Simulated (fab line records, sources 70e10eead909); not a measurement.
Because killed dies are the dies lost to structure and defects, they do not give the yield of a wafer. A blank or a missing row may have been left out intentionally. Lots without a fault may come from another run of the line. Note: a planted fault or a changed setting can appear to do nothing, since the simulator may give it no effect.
fab line records	flow nand_harc
[record] lots = 24	wafers = 72	last_day = 24
route steps=1159 shown A_CHANNEL_FILL_D1@493 A_STAIRCASE@531
lots that met no fault: from a run of the same line without faults
start_h: start of the lot's first displayed wafer, in hours after the record's first day	wait_h: hours from the lot's prior step to this one	" same as the row above	L1.1+2: one row covering several wafers at once	- either no value or no given start	* or withheld: withheld	< > ~ a bound
route shown NAME@n: NAME is a module with steps in the file, n the number in the route of the first one	usual: average and standard deviation across the fault-free wafers	same: alike in all rows	chamber/n: place in a boat	sites: readings site by site	_std_site: the standard deviation of these	_edge_site: inner sites' mean taken away from outer sites' mean	radius_mm: for every site, how far away it sits from the centre of the wafer	mask NAME#n: copy n	behind: the most recent tool/chamber to have shaped the wafer	hold: the reason the lot was held/the length of the hold in hours/how it ended	device: whichever transistor did not switch (one of n, p or np)	end of line: the tests these same wafers got at the end of their route	for a step that has no rows: nothing shown but its recipe	killed: the dies lost at the first sort to structure and to defects; this is not the yield of the wafer	map: a wafer's dies, x killed, . not, _ none there
set.NAME: the run value of the setting; set.NAME@STEP: its run value at that earlier step	model.NAME: the simulator's own value behind a step, which no gauge read
route steps across a sampled set of lots; one table per step, one row per wafer
services: the hour from which a tool's chamber was out of use, counted from the record's first day as start_h (under 0 if before that day), plus the number of hours and why
[[steps]]
[step NHARC_A_CHANNEL_FILL_D1_ALD_03]
[recipe] target_thk_a = 60	pulse_time_s = 60	ald_cycles = 58	temp_c = 630	pressure_torr = 2	material = SiNx
[usual] precursor_pulse_height_rel = 1.000/0.02	susceptor_temp_C = 630.04/0.28
[same] ald_cycles = 58	pulse_time_s = 60
lot.wafer	tool	chamber	start_h	wait_h	precursor_pulse_height_rel	susceptor_temp_C
L074.2	ald_sin_batch-01	0	-	-	1.023	629.98
L074.3	"	0	"	"	0.988	630.10
L074.5	"	0	"	"	1.020	629.91
L075.2	ald_sin_batch-01	0	-	-	0.992	629.72
L075.5	"	0	"	"	0.996	629.64
L075.6	"	0	"	"	0.998	629.92
L076.1	ald_sin_batch-01	0	-	-	0.994	630.33
L076.2	"	0	"	"	1.038	630.26
L076.6	"	0	"	"	0.962	630.48
L077.2	ald_sin_batch-01	0	-	-	0.983	629.90
L077.3	"	0	"	"	1.010	629.92
L077.4	"	0	"	"	1.003	629.76
L078.1	ald_sin_batch-01	0	-	-	1.002	-
L078.2	"	0	"	"	0.983	-
L078.3	"	0	"	"	0.970	-
L080.1	ald_sin_batch-02	0	-	-	1.041	629.89
L080.2	"	0	"	"	0.995	630.25
L080.6	"	0	"	"	0.967	629.99
L081.2	ald_sin_batch-02	0	-	-	1.009	630.18
L081.3	"	0	"	"	1.017	630.60
L081.5	"	0	"	"	0.999	630.43
L079.2	ald_sin_batch-03	0	-	-	1.020	630.15
L079.3	"	0	"	"	0.979	630.40
L079.4	"	0	"	"	0.977	630.14
L082.2	ald_sin_batch-02	0	-	-	1.000	629.69
L082.3	"	0	"	"	0.982	630.14
L082.5	"	0	"	"	0.993	629.64
L083.2	ald_sin_batch-02	0	-	-	0.981	-
L083.3	"	0	"	"	0.994	-
L083.4	"	0	"	"	1.019	-
L084.1	ald_sin_batch-02	0	-	-	1.010	-
L084.2	"	0	"	"	1.020	-
L084.6	"	0	"	"	1.026	-
L085.2	ald_sin_batch-02	0	-	-	0.989	629.97
L085.3	"	0	"	"	1.025	630.01
L085.5	"	0	"	"	1.003	629.73
L087.2	ald_sin_batch-02	0	-	-	1.015	630.65
L087.3	"	0	"	"	1.023	630.03
L087.5	"	0	"	"	1.002	630.28
L088.4	ald_sin_batch-02	0	-	-	0.990	629.68
L088.5	"	0	"	"	0.987	630.05
L088.6	"	0	"	"	1.003	630.30
L089.1	ald_sin_batch-01	0	-	-	0.993	-
L089.2	"	0	"	"	1.019	-
L089.3	"	0	"	"	0.959	-
L090.1	ald_sin_batch-01	0	-	-	1.023	-
L090.5	"	0	"	"	0.998	-
L090.6	"	0	"	"	0.968	-
L086.3	ald_sin_batch-02	0	-	-	0.989	630.63
L086.5	"	0	"	"	1.010	629.97
L086.6	"	0	"	"	0.969	630.15
L091.2	ald_sin_batch-03	0	-	-	0.983	629.87
L091.5	"	0	"	"	0.986	630.20
L091.6	"	0	"	"	1.019	630.15
L092.1	ald_sin_batch-02	0	-	-	1.010	629.77
L092.2	"	0	"	"	1.016	629.69
L092.4	"	0	"	"	0.994	630.08
L094.2	ald_sin_batch-02	0	-	-	0.939	629.75
L094.3	"	0	"	"	0.991	629.87
L094.6	"	0	"	"	0.984	629.94
L093.3	ald_sin_batch-02	0	-	-	1.001	-
L093.5	"	0	"	"	1.007	-
L093.6	"	0	"	"	0.994	-
L097.1	ald_sin_batch-02	0	-	-	0.977	630.13
L097.2	"	0	"	"	0.980	629.96
L097.4	"	0	"	"	1.019	630.14
L095.1	ald_sin_batch-01	0	-	-	0.987	629.53
L095.2	"	0	"	"	1.006	629.83
L095.5	"	0	"	"	1.013	629.70
L096.2	ald_sin_batch-01	0	-	-	1.011	-
L096.3	"	0	"	"	1.031	-
L096.6	"	0	"	"	1.023	-
[step NHARC_A_CHANNEL_FILL_D1_INSPECT_13]
[usual] raw_defect_count = 283/110
lot.wafer	tool	chamber	start_h	wait_h	raw_defect_count
L074.2	defect_inspect-01	-	243.25	0.1	165
L074.3	"	-	"	"	129
L074.5	"	-	"	"	138
L075.2	defect_inspect-02	-	243.39	0.3	152
L075.5	"	-	"	"	264
L075.6	"	-	"	"	152
L077.2	defect_inspect-02	-	247.39	0.1	193
L077.3	"	-	"	"	263
L077.4	"	-	"	"	194
L076.1	defect_inspect-02	-	247.59	0.2	212
L076.2	"	-	"	"	194
L076.6	"	-	"	"	172
L078.1	defect_inspect-01	-	259.95	0.2	224
L078.2	"	-	"	"	329
L078.3	"	-	"	"	727
L081.2	defect_inspect-02	-	270.62	0.1	287
L081.3	"	-	"	"	283
L081.5	"	-	"	"	327
L080.1	defect_inspect-01	-	270.74	0.2	355
L080.2	"	-	"	"	309
L080.6	"	-	"	"	333
L079.2	defect_inspect-02	-	274.67	0.1	466
L079.3	"	-	"	"	223
L079.4	"	-	"	"	355
L082.2	defect_inspect-02	-	280.87	0.1	254
L082.3	"	-	"	"	469
L082.5	"	-	"	"	567
L084.1	defect_inspect-02	-	289.76	0.2	333
L084.2	"	-	"	"	148
L084.6	"	-	"	"	227
L083.2	defect_inspect-02	-	289.93	0.1	217
L083.3	"	-	"	"	211
L083.4	"	-	"	"	301
L087.2	defect_inspect-01	-	311.16	0.1	176
L087.3	"	-	"	"	245
L087.5	"	-	"	"	216
L088.4	defect_inspect-01	-	311.33	0.1	341
L088.5	"	-	"	"	394
L088.6	"	-	"	"	212
L085.2	defect_inspect-01	-	311.50	0.1	179
L085.3	"	-	"	"	188
L085.5	"	-	"	"	290
L090.1	defect_inspect-01	-	325.79	0.2	194
L090.5	"	-	"	"	234
L090.6	"	-	"	"	317
L089.1	defect_inspect-02	-	325.79	0.2	178
L089.2	"	-	"	"	170
L089.3	"	-	"	"	182
L086.3	defect_inspect-02	-	325.96	0.1	301
L086.5	"	-	"	"	355
L086.6	"	-	"	"	526
L094.2	defect_inspect-01	-	338.88	0.1	400
L094.3	"	-	"	"	293
L094.6	"	-	"	"	387
L091.2	defect_inspect-02	-	338.92	0.1	175
L091.5	"	-	"	"	220
L091.6	"	-	"	"	233
L092.1	defect_inspect-01	-	342.20	0.2	276
L092.2	"	-	"	"	255
L092.4	"	-	"	"	375
L093.3	defect_inspect-01	-	346.36	0.1	272
L093.5	"	-	"	"	454
L093.6	"	-	"	"	226
L097.1	defect_inspect-02	-	369.60	0.2	288
L097.2	"	-	"	"	280
L097.4	"	-	"	"	403
L095.1	defect_inspect-02	-	374.78	0.2	414
L095.2	"	-	"	"	232
L095.5	"	-	"	"	478
L096.2	defect_inspect-01	-	374.80	0.1	268
L096.3	"	-	"	"	200
L096.6	"	-	"	"	271
[step NHARC_A_STAIRCASE_ETCH_169]
[recipe] target_depth_a = 500	time_s = 107.1	ion_energy_ev = 120	ch3f_flow_sccm = 50	o2_flow_sccm = 30	ar_flow_sccm = 200	rf_w = 500	bias_w = 100	chemistry = CH3F/O2
[usual] drypump_motor_current_A = 5.9/0.38	oes_product_au = 0.948/0.023	rf_fwd_power_W = 496.0/1.8	rf_vpp_V = 244.3/1.9	showerhead_plenum_p_Torr = 2.45/0.13	throttle_valve_pct = 20.663/0.0089
lot.wafer	tool	chamber	start_h	wait_h	drypump_motor_current_A	oes_product_au	rf_fwd_power_W	rf_hours_counter_h	rf_vpp_V	showerhead_plenum_p_Torr	throttle_valve_pct
L074.3	rie_diel-05	0	244.83	0.1	5.8	0.977	498.2	24	244.5	2.51	20.647
L074.2	"	1	"	"	5.9	0.968	496.2	26	244.7	2.46	20.670
L074.5	"	2	"	"	6.2	0.955	496.1	-	245.9	2.59	20.664
L075.2	rie_diel-02	1	245.02	0.1	6.2	0.985	497.1	32	242.0	2.31	20.653
L075.6	"	2	"	"	5.3	0.963	493.7	-	245.0	2.43	20.663
L075.5	"	3	"	"	6.4	0.962	496.6	-	241.5	2.31	20.665
L077.3	rie_diel-02	1	248.73	0.1	6.3	0.967	496.0	33	241.5	2.31	20.669
L077.4	"	2	"	"	5.3	0.954	495.3	34	243.8	2.43	20.661
L077.2	"	0	"	"	5.7	0.980	496.3	30	244.0	2.32	20.655
L076.2	rie_diel-12	1	249.13	0.1	5.9	0.981	496.1	11	247.1	2.63	20.671
L076.1	"	3	"	"	5.5	0.965	497.6	13	245.5	2.57	20.672
L076.6	"	1	"	"	5.9	0.982	495.7	-	245.5	2.63	20.663
L078.1	rie_diel-02	2	261.26	0.2	5.3	0.963	496.1	40	243.7	2.43	20.662
L078.3	"	3	"	"	6.4	0.958	497.5	36	242.4	2.31	20.659
L078.2	"	0	"	"	5.7	0.952	497.1	36	242.1	2.32	20.676
L081.3	rie_diel-12	3	271.64	0.1	5.5	0.952	495.1	20	244.3	2.56	20.661
L081.2	"	0	"	"	5.8	0.948	497.5	20	247.2	2.65	20.652
L081.5	"	2	"	"	5.8	0.976	492.4	-	244.1	2.49	20.660
L080.2	rie_diel-12	3	271.88	0.1	5.5	0.975	499.0	20	245.0	2.56	20.667
L080.1	"	2	"	"	5.8	0.956	496.1	20	244.7	2.49	20.659
L080.6	"	3	"	"	5.5	0.971	495.7	-	247.5	2.56	20.674
L079.4	rie_diel-05	1	275.80	0.1	5.9	0.986	496.8	37	244.7	2.46	20.657
L079.3	"	3	"	"	6.6	0.961	497.6	33	244.7	2.45	20.667
L079.2	"	0	"	"	5.8	0.955	498.2	37	246.2	2.50	20.672
L082.3	rie_diel-02	2	282.02	0.1	5.3	0.967	494.5	45	244.6	2.42	20.675
L082.2	"	3	"	"	6.4	0.974	498.6	43	242.5	2.31	20.669
L082.5	"	2	"	"	5.3	0.956	492.8	-	244.9	2.42	20.661
L084.1	rie_diel-02	0	290.91	0.1	5.7	0.928	495.4	47	240.6	2.31	20.670
L084.2	"	2	"	"	5.3	0.920	494.1	49	242.4	2.42	20.664
L084.6	"	0	"	"	5.7	0.925	495.3	-	242.1	2.31	20.665
L083.2	rie_diel-02	0	291.11	0.1	5.7	0.945	495.1	48	241.6	2.31	20.655
L083.3	"	2	"	"	5.3	0.939	496.7	49	244.9	2.42	20.662
L083.4	"	0	"	"	5.7	0.942	495.2	-	241.5	2.31	20.660
L087.2	rie_diel-12	1	312.16	0.1	5.9	0.920	497.3	33	246.7	2.62	20.655
L087.3	"	3	"	"	5.5	0.913	497.8	35	247.0	2.56	20.674
L087.5	"	2	"	"	5.8	0.921	492.8	-	245.0	2.48	20.650
L088.4	rie_diel-05	3	312.46	0.1	6.6	0.921	499.5	47	243.3	2.45	20.650
L088.5	"	3	"	"	6.6	0.932	499.2	-	244.7	2.45	20.659
L088.6	"	0	"	"	5.8	0.909	499.0	-	246.0	2.50	20.660
L085.3	rie_diel-02	0	312.64	0.1	5.7	0.919	496.3	52	243.2	2.31	20.671
L085.2	"	3	"	"	6.4	0.931	495.9	54	242.7	2.30	20.683
L085.5	"	0	"	"	5.7	0.930	492.2	-	243.6	2.31	20.658
L090.1	rie_diel-12	3	327.42	0.2	5.5	0.917	496.7	43	246.6	2.55	20.657
L090.5	"	2	"	"	5.8	0.919	496.3	-	243.8	2.48	20.667
L090.6	"	3	"	"	5.5	0.918	494.4	-	245.6	2.56	20.656
L089.1	rie_diel-12	2	327.49	0.2	5.8	0.922	495.7	41	243.3	2.48	20.663
L089.2	"	3	"	"	5.5	0.929	497.2	43	246.8	2.56	20.648
L089.3	"	0	"	"	5.8	0.926	494.2	43	246.6	2.64	20.676
L086.3	rie_diel-12	0	327.57	0.2	5.7	0.915	495.6	43	248.4	2.64	20.651
L086.5	"	1	"	"	5.9	0.931	495.5	-	245.8	2.62	20.660
L086.6	"	2	"	"	5.8	0.925	492.5	-	245.2	2.48	20.672
L094.3	rie_diel-02	3	340.36	0.4	6.4	0.930	495.0	1	242.9	2.30	20.673
L094.2	"	0	"	"	5.7	0.929	497.3	1	242.1	2.31	20.660
L094.6	"	0	"	"	5.7	0.931	496.4	-	242.3	2.31	20.669
L091.2	rie_diel-02	0	340.46	0.3	5.7	0.938	493.1	2	242.4	2.31	20.647
L091.5	"	0	"	"	5.7	0.929	493.6	-	242.2	2.31	20.658
L091.6	"	2	"	"	5.3	0.926	498.8	-	242.7	2.42	20.675
L092.2	rie_diel-02	1	343.40	0.1	6.3	0.972	494.8	1	242.9	2.30	20.658
L092.1	"	3	"	"	6.4	0.949	496.0	4	242.1	2.30	20.664
L092.4	"	0	"	"	5.7	0.970	493.3	4	242.4	2.31	20.656
L093.3	rie_diel-12	0	347.73	0.1	5.8	0.933	498.2	52	247.1	2.64	20.663
L093.6	"	0	"	"	5.8	0.940	498.2	-	246.7	2.64	20.662
L093.5	"	1	"	"	5.9	0.944	498.1	-	246.7	2.62	20.652
L097.1	rie_diel-02	0	370.74	0.1	5.7	0.978	493.1	14	244.0	2.30	20.651
L097.4	"	1	"	"	6.3	0.980	494.6	11	242.6	2.29	20.659
L097.2	"	3	"	"	6.4	0.957	497.5	15	242.3	2.29	20.670
L095.1	rie_diel-02	3	375.98	0.1	6.4	0.963	494.9	17	241.3	2.29	20.672
L095.2	"	0	"	"	5.7	0.964	494.1	16	242.7	2.30	20.661
L095.5	"	0	"	"	5.7	0.975	494.3	-	242.8	2.30	20.654
L096.2	rie_diel-12	1	376.17	0.1	5.9	0.925	493.8	59	246.2	2.61	20.662
L096.3	"	2	"	"	5.8	0.931	493.5	50	245.5	2.48	20.685
L096.6	"	0	"	"	5.8	0.918	497.2	-	247.3	2.63	20.649
[step NHARC_A_STAIRCASE_ETCH_15]
[recipe] target_depth_a = 1000	time_s = 40.5	ion_energy_ev = 400	c4f8_flow_sccm = 20	o2_flow_sccm = 10	ar_flow_sccm = withheld	rf_w = 600	bias_w = 1000	chemistry = C4F8/O2
[usual] oes_product_au = 0.939/0.012	rf_fwd_power_W = 591/3	rf_vpp_V = 897/6
lot.wafer	tool	chamber	start_h	wait_h	oes_product_au	rf_fwd_power_W	rf_hours_counter_h	rf_vpp_V
L074.3	rie_diel-12	3	-	-	0.945	590	12	900
L074.2	"	1	"	"	0.935	593	10	904
L074.5	"	3	"	"	0.950	596	-	901
L075.2	rie_diel-02	2	-	-	0.916	592	34	894
L075.5	"	3	"	"	0.943	591	-	888
L075.6	"	0	"	"	0.959	591	-	889
L077.3	rie_diel-05	1	-	-	0.939	595	28	896
L077.2	"	2	"	"	0.952	597	31	903
L077.4	"	3	"	"	0.935	592	22	895
L076.2	rie_diel-12	1	-	-	0.940	592	12	905
L076.1	"	2	"	"	0.951	584	14	896
L076.6	"	1	"	"	0.939	590	-	904
L078.1	rie_diel-02	3	-	-	0.950	592	37	888
L078.2	"	0	"	"	0.938	591	36	888
L078.3	"	1	"	"	0.949	593	39	889
L081.2	rie_diel-02	1	-	-	0.955	591	42	888
L081.3	"	2	"	"	0.959	588	42	893
L081.5	"	3	"	"	0.949	591	-	888
L080.2	rie_diel-12	3	-	-	0.948	590	21	901
L080.1	"	2	"	"	0.958	586	21	897
L080.6	"	0	"	"	0.930	591	-	905
L079.4	rie_diel-05	0	-	-	0.943	595	38	898
L079.2	"	2	"	"	0.929	594	41	902
L079.3	"	3	"	"	0.948	594	34	894
L082.3	rie_diel-02	1	-	-	0.939	592	46	889
L082.2	"	3	"	"	0.941	590	44	888
L082.5	"	2	"	"	0.934	593	-	895
L083.4	rie_diel-12	0	-	-	0.935	590	30	906
L083.2	"	1	"	"	0.946	590	28	904
L083.3	"	3	"	"	0.941	594	30	901
L084.1	rie_diel-02	2	-	-	0.931	585	50	893
L084.2	"	0	"	"	0.930	593	49	888
L084.6	"	2	"	"	0.925	586	-	896
L087.3	rie_diel-12	3	-	-	0.919	592	37	900
L087.2	"	0	"	"	0.903	591	36	904
L087.5	"	3	"	"	0.928	593	-	901
L088.4	rie_diel-05	2	-	-	0.949	595	53	902
L088.6	"	2	"	"	0.950	594	-	903
L088.5	"	3	"	"	0.930	596	-	897
L085.3	rie_diel-05	0	-	-	0.934	594	52	897
L085.2	"	3	"	"	0.937	597	48	895
L085.5	"	1	"	"	0.945	592	-	897
L090.1	rie_diel-12	3	-	-	0.936	592	43	901
L090.5	"	3	"	"	0.937	592	-	902
L090.6	"	0	"	"	0.917	589	-	906
L089.1	rie_diel-12	1	-	-	0.930	591	41	903
L089.2	"	3	"	"	0.927	589	44	900
L089.3	"	0	"	"	0.932	589	44	906
L086.3	rie_diel-12	3	-	-	0.931	594	44	901
L086.5	"	3	"	"	0.936	591	-	902
L086.6	"	0	"	"	0.930	587	-	905
L094.3	rie_diel-02	1	-	-	0.947	590	1	888
L094.2	"	0	"	"	0.947	589	4	888
L094.6	"	1	"	"	0.949	591	-	887
L091.2	rie_diel-12	1	-	-	0.922	590	49	902
L091.5	"	1	"	"	0.929	590	-	904
L091.6	"	3	"	"	0.925	594	-	901
L092.1	rie_diel-12	1	-	-	0.935	588	50	904
L092.2	"	3	"	"	0.927	590	51	900
L092.4	"	3	"	"	0.930	591	-	899
L093.3	rie_diel-05	2	-	-	0.939	593	0	901
L093.6	"	3	"	"	0.941	596	-	895
L093.5	"	0	"	"	0.931	597	-	898
L097.4	rie_diel-12	2	-	-	0.957	588	49	896
L097.2	"	3	"	"	0.966	594	59	900
L097.1	"	1	"	"	0.950	589	58	904
L095.1	rie_diel-02	2	-	-	0.935	589	17	892
L095.2	"	1	"	"	0.945	588	13	886
L095.5	"	3	"	"	0.958	589	-	887
L096.3	rie_diel-05	2	-	-	0.950	591	7	901
L096.2	"	3	"	"	0.949	597	11	895
L096.6	"	0	"	"	0.962	589	-	898
[step NHARC_A_STAIRCASE_ETCH_19]
[recipe] target_depth_a = 1000	time_s = 40.5	ion_energy_ev = 400	c4f8_flow_sccm = 20	o2_flow_sccm = 10	ar_flow_sccm = withheld	rf_w = 600	bias_w = 1000	chemistry = C4F8/O2
[usual] oes_product_au = 0.940/0.01	rf_fwd_power_W = 591/3.4	rf_vpp_V = 898/6
lot.wafer	tool	chamber	start_h	wait_h	oes_product_au	rf_fwd_power_W	rf_hours_counter_h	rf_vpp_V
L074.2	rie_diel-12	1	-	-	0.939	590	11	906
L074.3	"	2	"	"	0.944	585	12	897
L074.5	"	0	"	"	0.929	592	-	906
L075.2	rie_diel-02	3	-	-	0.940	590	31	888
L075.5	"	0	"	"	0.927	592	-	891
L075.6	"	1	"	"	0.936	593	-	888
L077.4	rie_diel-05	2	-	-	0.935	593	32	904
L077.3	"	3	"	"	0.931	599	23	896
L077.2	"	1	"	"	0.937	599	29	896
L076.1	rie_diel-12	2	-	-	0.955	582	14	898
L076.2	"	3	"	"	0.954	594	14	901
L076.6	"	2	"	"	0.954	584	-	896
L078.3	rie_diel-02	1	-	-	0.948	591	39	888
L078.2	"	2	"	"	0.933	589	40	894
L078.1	"	3	"	"	0.958	594	37	888
L081.2	rie_diel-02	1	-	-	0.966	590	42	889
L081.3	"	3	"	"	0.953	590	40	890
L081.5	"	1	"	"	0.960	591	-	888
L080.2	rie_diel-12	1	-	-	0.946	585	21	905
L080.1	"	3	"	"	0.944	594	21	902
L080.6	"	0	"	"	0.935	591	-	906
L079.2	rie_diel-05	2	-	-	0.940	595	41	901
L079.3	"	0	"	"	0.937	595	38	898
L079.4	"	1	"	"	0.938	595	38	897
L082.2	rie_diel-02	1	-	-	0.974	589	47	888
L082.3	"	3	"	"	0.939	593	46	889
L082.5	"	1	"	"	0.948	593	-	886
L083.3	rie_diel-12	3	-	-	0.938	590	30	901
L083.4	"	0	"	"	0.929	589	30	905
L083.2	"	1	"	"	0.951	587	28	906
L084.1	rie_diel-02	2	-	-	0.931	585	51	895
L084.2	"	3	"	"	0.936	593	51	886
L084.6	"	3	"	"	0.939	592	-	889
L088.4	rie_diel-05	1	-	-	0.936	593	51	896
L088.6	"	2	"	"	0.932	590	-	901
L088.5	"	3	"	"	0.931	595	-	896
L085.3	rie_diel-05	2	-	-	0.939	593	54	901
L085.2	"	0	"	"	0.930	596	53	898
L085.5	"	1	"	"	0.935	594	-	895
L087.2	rie_diel-12	2	-	-	0.954	589	37	897
L087.3	"	3	"	"	0.958	595	39	902
L087.5	"	0	"	"	0.933	594	-	906
L090.1	rie_diel-12	1	-	-	0.944	586	42	903
L090.6	"	2	"	"	0.933	586	-	896
L090.5	"	3	"	"	0.935	594	-	901
L089.1	rie_diel-12	2	-	-	0.924	588	43	896
L089.3	"	3	"	"	0.938	592	44	902
L089.2	"	1	"	"	0.941	592	42	903
L086.3	rie_diel-12	3	-	-	0.924	591	44	902
L086.6	"	1	"	"	0.926	592	-	903
L086.5	"	2	"	"	0.931	586	-	897
L094.2	rie_diel-02	2	-	-	0.949	586	4	894
L094.3	"	0	"	"	0.945	590	4	887
L094.6	"	1	"	"	0.944	588	-	887
L091.2	rie_diel-12	0	-	-	0.934	591	51	904
L091.6	"	1	"	"	0.940	589	-	905
L091.5	"	3	"	"	0.946	593	-	901
L092.1	rie_diel-12	1	-	-	0.948	588	50	903
L092.2	"	3	"	"	0.930	589	51	902
L092.4	"	0	"	"	0.924	593	-	906
L093.3	rie_diel-05	0	-	-	0.928	594	0	899
L093.5	"	1	"	"	0.944	591	-	895
L093.6	"	2	"	"	0.924	592	-	903
L097.1	rie_diel-12	3	-	-	0.952	591	59	900
L097.4	"	0	"	"	0.934	592	60	905
L097.2	"	2	"	"	0.941	585	49	897
L095.1	rie_diel-02	1	-	-	0.933	590	14	886
L095.2	"	2	"	"	0.939	586	17	895
L095.5	"	1	"	"	0.929	588	-	888
L096.3	rie_diel-05	2	-	-	0.943	590	7	902
L096.2	"	1	"	"	0.949	594	10	895
L096.6	"	3	"	"	0.932	599	-	896
[step NHARC_A_STAIRCASE_TRIM_24]
[recipe] time_s = 211.2	o2_flow_sccm = 500	ar_flow_sccm = 0	bias_w = 0	chemistry = O2
[usual] drypump_motor_current_A = 5.9/0.35	oes_product_au = 0.999/0.0084	rf_vpp_V = 58.1/0.9	showerhead_plenum_p_Torr = 3.60/0.14	throttle_valve_pct = 17.036/0.0082
lot.wafer	tool	chamber	start_h	wait_h	drypump_motor_current_A	oes_product_au	rf_hours_counter_h	rf_vpp_V	showerhead_plenum_p_Torr	throttle_valve_pct
L074.2	rie_diel-12	1	-	-	5.9	1.003	11	59.4	3.77	17.034
L074.3	"	0	"	"	5.8	0.997	11	58.6	3.80	17.029
L074.5	"	2	"	"	5.8	0.996	-	57.2	3.57	17.058
L075.2	rie_diel-05	0	-	-	5.8	0.998	26	57.7	3.60	17.043
L075.6	"	1	"	"	5.9	1.004	-	57.8	3.53	17.017
L075.5	"	2	"	"	6.1	1.004	-	58.4	3.71	17.044
L077.2	rie_diel-12	2	-	-	5.8	0.998	14	58.3	3.57	17.042
L077.3	"	3	"	"	5.5	0.999	14	59.1	3.68	17.035
L077.4	"	0	"	"	5.8	1.002	12	57.8	3.80	17.044
L076.2	rie_diel-12	1	-	-	5.9	1.000	13	60.4	3.77	17.033
L076.1	"	2	"	"	5.8	1.014	15	57.0	3.57	17.033
L076.6	"	0	"	"	5.7	0.988	-	58.7	3.80	17.042
L078.1	rie_diel-02	3	-	-	6.4	1.001	37	56.2	3.32	17.043
L078.2	"	0	"	"	5.7	1.013	37	58.8	3.33	17.033
L078.3	"	1	"	"	6.3	1.009	40	57.7	3.32	17.029
L081.2	rie_diel-02	2	-	-	5.3	1.002	43	59.4	3.48	17.043
L081.3	"	3	"	"	6.4	1.005	41	57.5	3.32	17.043
L081.5	"	1	"	"	6.2	1.018	-	57.2	3.32	17.033
L080.1	rie_diel-12	3	-	-	5.5	0.982	21	57.2	3.67	17.026
L080.2	"	1	"	"	5.9	0.993	21	58.6	3.76	17.029
L080.6	"	3	"	"	5.5	0.985	-	58.4	3.67	17.038
L079.3	rie_diel-05	3	-	-	6.7	1.008	34	58.5	3.52	17.030
L079.2	"	1	"	"	5.9	1.011	38	57.5	3.53	17.025
L079.4	"	2	"	"	6.2	0.998	41	57.8	3.70	17.030
L082.2	rie_diel-05	0	-	-	5.8	1.000	43	58.8	3.59	17.047
L082.3	"	2	"	"	6.2	1.000	44	57.2	3.70	17.039
L082.5	"	3	"	"	6.7	0.991	-	59.1	3.52	17.046
L083.4	rie_diel-12	3	-	-	5.5	0.995	31	57.5	3.67	17.035
L083.3	"	0	"	"	5.8	0.986	31	57.7	3.79	17.022
L083.2	"	1	"	"	5.9	0.992	30	58.1	3.76	17.046
L084.2	rie_diel-02	3	-	-	6.4	1.017	51	55.7	3.31	17.029
L084.1	"	0	"	"	5.7	1.010	51	57.5	3.32	17.039
L084.6	"	0	"	"	5.7	1.012	-	56.4	3.32	17.039
L088.4	rie_diel-05	1	-	-	5.9	0.996	51	58.7	3.52	17.031
L088.6	"	0	"	"	5.9	0.992	-	57.4	3.58	17.025
L088.5	"	1	"	"	5.9	0.999	-	58.2	3.52	17.035
L085.3	rie_diel-05	3	-	-	6.7	0.995	49	56.3	3.51	17.031
L085.2	"	1	"	"	5.9	0.997	52	59.5	3.52	17.039
L085.5	"	3	"	"	6.7	0.999	-	58.2	3.51	17.045
L087.3	rie_diel-12	2	-	-	5.8	1.004	37	59.6	3.56	17.058
L087.2	"	0	"	"	5.8	0.996	38	56.3	3.79	17.033
L087.5	"	3	"	"	5.5	1.004	-	58.6	3.66	17.044
L089.2	rie_diel-12	0	-	-	5.8	0.994	45	58.5	3.78	17.039
L089.1	"	1	"	"	5.9	1.012	42	58.8	3.75	17.032
L089.3	"	2	"	"	5.8	1.003	43	59.4	3.56	17.034
L090.1	rie_diel-05	0	-	-	5.8	0.991	61	58.5	3.58	17.045
L090.6	"	0	"	"	5.8	1.000	-	57.4	3.58	17.039
L090.5	"	1	"	"	5.9	1.003	-	57.8	3.52	17.035
L086.3	rie_diel-05	3	-	-	6.6	1.001	56	58.6	3.51	17.040
L086.5	"	3	"	"	6.7	0.988	-	58.1	3.51	17.051
L086.6	"	0	"	"	5.8	0.993	-	59.0	3.58	17.032
L094.2	rie_diel-02	0	-	-	5.6	1.009	4	58.5	3.32	17.053
L094.3	"	2	"	"	5.3	0.990	4	58.5	3.47	17.050
L094.6	"	0	"	"	5.7	1.019	-	59.1	3.32	17.032
L091.2	rie_diel-12	3	-	-	5.5	0.995	50	58.8	3.66	17.019
L091.6	"	1	"	"	5.9	1.005	-	58.2	3.75	17.022
L091.5	"	3	"	"	5.5	0.990	-	57.5	3.66	17.031
L092.1	rie_diel-12	1	-	-	5.9	0.992	50	59.8	3.75	17.026
L092.2	"	3	"	"	5.5	1.005	51	58.3	3.66	17.035
L092.4	"	1	"	"	5.9	1.002	-	58.4	3.75	17.040
L093.3	rie_diel-12	3	-	-	5.5	0.999	55	58.7	3.66	17.039
L093.6	"	1	"	"	5.9	1.012	-	58.8	3.74	17.036
L093.5	"	3	"	"	5.5	0.990	-	57.7	3.66	17.022
L097.4	rie_diel-12	3	-	-	5.5	1.002	60	58.2	3.65	17.038
L097.2	"	0	"	"	5.8	0.983	61	58.2	3.77	17.040
L097.1	"	1	"	"	5.9	0.997	58	58.5	3.74	17.046
L095.1	rie_diel-12	0	-	-	5.8	0.996	62	56.8	3.77	17.025
L095.2	"	3	"	"	5.5	0.989	61	59.3	3.65	17.028
L095.5	"	0	"	"	5.8	0.978	-	57.0	3.77	17.049
L096.2	rie_diel-05	0	-	-	5.8	0.993	10	58.6	3.57	17.027
L096.3	"	1	"	"	6.0	1.006	10	57.8	3.51	17.055
L096.6	"	0	"	"	5.9	0.989	-	56.5	3.57	17.038
[[services]]
tool	chamber	start_h	hours	kind
rie_diel-05	3	180.98	16.1	repair
rie_diel-12	0	181.44	-	clean
rie_diel-12	1	181.44	-	clean
rie_diel-12	2	181.44	-	clean
rie_diel-12	3	181.44	-	clean
rie_diel-12	-	202.46	9.0	pm
rie_diel-12	0	202.46	9.0	vent_cycle
rie_diel-12	1	202.46	9.0	vent_cycle
rie_diel-12	2	202.46	9.0	vent_cycle
rie_diel-12	3	202.46	9.0	vent_cycle
rie_diel-12	0	211.46	-	clean
rie_diel-12	0	211.46	-	consumable_replace:showerhead
rie_diel-12	1	211.46	-	clean
ald_sin_batch-01	-	220.61	4.6	repair
rie_diel-02	0	224.67	5.0	repair
rie_diel-02	3	227.64	13.0	repair
rie_diel-02	2	269.84	3.8	repair
rie_diel-02	1	290.03	6.3	repair
ald_sin_batch-03	-	314.00	26.0	pm
rie_diel-02	-	328.07	9.0	pm
rie_diel-12	2	339.80	17.4	repair
rie_diel-05	-	340.66	9.0	pm
rie_diel-05	2	360.06	14.7	repair
rie_diel-12	-	379.51	9.0	pm
[[key]]
fault none
